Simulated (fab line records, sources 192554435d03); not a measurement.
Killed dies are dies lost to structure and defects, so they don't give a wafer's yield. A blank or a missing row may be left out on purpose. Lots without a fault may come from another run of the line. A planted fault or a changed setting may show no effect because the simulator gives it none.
Split-lot experiment | flow n5_finfet | 7 lots, 21 wafers read, on a route of 1938 steps

THE SPLIT
At N5_BEOL_M11_EXPOSE_25 (exposes mask V10), the setting dose_mj was moved away from the recipe's 85.5 on 8 of the 21 wafers read, by -7.4% to +4.4%. The other wafers ran this setting at the recipe's value.

FROM THE SPLIT TO THE READING: what the file shows between them, 2 steps
- N5_BEOL_M11_PEB_26: peb time 60 s
- N5_BEOL_M11_DEVELOP_27: develop time 30 s

THE READING
cd_nm, in nm, at N5_BEOL_M11_CD_MEAS_28 (target cd 70 nm). Fault-free wafers of this fab line usually give 69.5 nm, standard deviation 0.97 nm.

wafer  | tool, chamber at the split | dose_mj as run | against the recipe | cd_nm, nm | against lot-mates on the recipe
L083.3 | arfi_scanner-01, 0         | 79.19          | -7.4%              | 62.3      | -6.3
L083.4 | arfi_scanner-01, 0         | 79.19          | -7.4%              | 61.5      | -7.1
L083.6 | arfi_scanner-01, 0         | 85.5           | recipe             | 68.6      | -
L090.1 | arfi_scanner-03, 0         | 85.5           | recipe             | 68.3      | -
L090.2 | arfi_scanner-03, 0         | 85.5           | recipe             | 67.4      | -
L090.6 | arfi_scanner-03, 0         | 85.5           | recipe             | 67.7      | -
L091.2 | arfi_scanner-01, 0         | 87.1           | +1.9%              | 72.8      | +2.9
L091.4 | arfi_scanner-01, 0         | 85.5           | recipe             | 69.1      | -
L091.5 | arfi_scanner-01, 0         | 85.5           | recipe             | 70.7      | -
L089.2 | arfi_scanner-02, 0         | 85.5           | recipe             | 70.0      | -
L089.5 | arfi_scanner-02, 0         | 85.5           | recipe             | 68.0      | -
L089.6 | arfi_scanner-02, 0         | 81.67          | -4.5%              | 64.7      | -4.3
L092.1 | arfi_scanner-03, 0         | 88.95          | +4.0%              | 72.5      | +3.0
L092.3 | arfi_scanner-03, 0         | 85.5           | recipe             | 69.5      | -
L092.5 | arfi_scanner-03, 0         | 88.95          | +4.0%              | 72.6      | +3.1
L094.2 | arfi_scanner-01, 0         | 85.5           | recipe             | 70.0      | -
L094.4 | arfi_scanner-01, 0         | 85.5           | recipe             | 70.2      | -
L094.6 | arfi_scanner-01, 0         | 89.28          | +4.4%              | 72.3      | +2.2
L097.1 | arfi_scanner-03, 0         | 89.27          | +4.4%              | 73.2      | +4.0
L097.2 | arfi_scanner-03, 0         | 85.5           | recipe             | 69.8      | -
L097.4 | arfi_scanner-03, 0         | 85.5           | recipe             | 68.6      | -

THE FIT
A straight line over all 21 wafers: cd_nm changes by +0.946 nm for each +1% of dose_mj; r = +0.95; the points scatter about the line by 0.99 nm.
The same after taking each lot's own level away (the mean of its wafers on the recipe; 21 wafers): +0.86 nm for each +1%; r = +0.97; scatter 0.71 nm.
On that fit, the largest move of dose_mj shifts the reading by 6.3 nm.
The lots' own levels span 67.80 to 70.10 nm, that is 2.4 times the standard deviation above.
So the lot-to-lot level changes the slope little: the two slopes agree.
Check: with one of the wafers moved furthest among these (-7.4%) left out of the fit, the line predicts -6.52 nm for it against its lot-mates. It came out at -6.3 nm against them.

OTHER SPLITS ON THESE WAFERS
These wafers also went through other splits before the reading. Each is held against what the fit with the lots' levels taken away leaves over:
other split on the same wafers | wafers away from the commonest value | r with cd_nm (lot level and that fit taken away)
N5_BEOL_M9_COAT_60 spin_rpm    | 3                                    | +0.04
N5_BEOL_M9_COAT_22 spin_rpm    | 4                                    | -0.42
N5_BEOL_M9_EXPOSE_25 dose_mj   | 8                                    | +0.08
N5_BEOL_M10_COAT_63 spin_rpm   | 4                                    | +0.23
N5_BEOL_M11_COAT_22 spin_rpm   | 6                                    | +0.12

THE FILE'S OWN FIT
cd_nm changes by +0.852 nm for each +1% of dose_mj, r = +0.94.
